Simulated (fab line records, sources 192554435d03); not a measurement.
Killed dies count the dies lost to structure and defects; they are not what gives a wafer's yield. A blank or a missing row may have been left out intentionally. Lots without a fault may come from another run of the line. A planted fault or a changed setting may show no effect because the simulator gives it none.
Chamber matching / flow n5_finfet / rie_diel-02 running N5_BEOL_M15_ETCH_59: 4 sister chambers
The step etches BARC in N2/H2, target depth 89 nm, overetch 26.7 nm, time 67.9 s. 4 wafers are shown with their chamber, then 8 later ones without.

EACH WAFER AND ITS CHAMBER
wafer=L087.5; chamber=2; throttle_valve_pct (%)=17.67
wafer=L086.1; chamber=1; throttle_valve_pct (%)=17.58
wafer=L086.3; chamber=0; throttle_valve_pct (%)=17.74
wafer=L089.1; chamber=3; throttle_valve_pct (%)=18.30

WAFERS WHOSE CHAMBER IS MISSING
wafer=L089.5; throttle_valve_pct (%)=17.73
wafer=L089.6; throttle_valve_pct (%)=18.31
wafer=L094.1; throttle_valve_pct (%)=17.70
wafer=L094.5; throttle_valve_pct (%)=17.71
wafer=L094.6; throttle_valve_pct (%)=17.60
wafer=L096.1; throttle_valve_pct (%)=17.70
wafer=L096.5; throttle_valve_pct (%)=17.61
wafer=L096.6; throttle_valve_pct (%)=17.69

WHICH CHAMBER EACH WENT THROUGH
wafer=L089.5; from the rows above=0; in truth=0
wafer=L089.6; from the rows above=3; in truth=3
wafer=L094.1; from the rows above=can't be placed: 2 or 0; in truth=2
wafer=L094.5; from the rows above=can't be placed: 0 or 2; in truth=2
wafer=L094.6; from the rows above=1; in truth=1
wafer=L096.1; from the rows above=can't be placed: 2 or 0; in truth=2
wafer=L096.5; from the rows above=can't be placed: 1 or 2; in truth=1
wafer=L096.6; from the rows above=can't be placed: 2 or 0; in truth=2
Correctly placed: 3 of 8. Not placeable from these rows: 5 (in 5, the candidates include the true chamber). 0 placed wrongly.
How it was worked out, from the rows above alone: a wafer's distance from a chamber is the root of the sum, over the readings, of the square of ((its reading less the chamber's mean) divided by the reading's scatter). The wafer belongs to the nearest chamber; if the next one is less than 2 further off, it can't be placed. Each chamber's mean is taken over the wafers shown for it. The scatter (one wafer shown for each chamber): square how far every hidden wafer sits from the nearest shown wafer, average those squares and take the square root.
